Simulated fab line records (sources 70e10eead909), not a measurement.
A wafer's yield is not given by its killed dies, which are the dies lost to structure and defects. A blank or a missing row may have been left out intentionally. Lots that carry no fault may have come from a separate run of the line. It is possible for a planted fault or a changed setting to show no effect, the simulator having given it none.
The tool behind it: which one? | flow nandHarc | Sampling: 7 lots, 21 wafers, 2 of 1302 route steps

WHAT EACH GAUGE READ, for each wafer
NHARC_HYBRID_BOND_OVL_MEAS_05.
lot  | measured     | on         | overlayXNm (nm)
L531 | day 23 21:28 | overlay-02 | -45 -20 39
L534 | day 24 22:47 | overlay-02 | 51 52 -26
L542 | day 28 23:59 | overlay-01 | -15 9 -19
L543 | day 29 15:14 | overlay-01 | 12 -60 -8
L549 | day 31 07:16 | overlay-02 | -36 -9 7
L551 | day 31 23:46 | overlay-02 | 39 23 10
L553 | day 32 17:06 | overlay-02 | 24 9 -4

WHAT TOOL EACH LOT RAN ON (gives the tool, then ch and the chambers of the sampled wafers, and finally the start)
lot  | NHARC_P_M2_STRIP_19
L531 | wetBench-08 ch 3,5,7, day 6 21:40
L534 | wetBench-08 ch 1,2,3, day 8 01:34
L542 | wetBench-10 ch 1,2,3, day 11 12:23
L543 | wetBench-10 ch 0,6,7, day 12 10:06
L549 | wetBench-08 ch 1,4,6, day 14 03:11
L551 | wetBench-10 ch 1,5,7, day 15 02:56
L553 | wetBench-10 ch 0,2,4, day 16 01:22
- NHARC_P_M2_STRIP_19: strips in post etch residue remover, time 600 s.

THE ANSWER, worked out from the rows above alone
Rule: what is usual is taken from the lots themselves. Put in order of their means at a reading, lots are off if they are a third of the lots or fewer, leave a main group of 4 or more, and stand apart from it by a gap of 3 or more times the standard deviation of the main group's means; of several such gaps the widest counts. If all means in a main group match to the digits the tables above print for the reading, that group is not used. A lot without any number at a reading at which 4 lots or more have one is off too. Any other lot the step has rows for is counted as sound.
None of the lots is off at any reading shown; this tells nothing.

WHAT HAD BEEN PUT IN BY THE SIMULATOR
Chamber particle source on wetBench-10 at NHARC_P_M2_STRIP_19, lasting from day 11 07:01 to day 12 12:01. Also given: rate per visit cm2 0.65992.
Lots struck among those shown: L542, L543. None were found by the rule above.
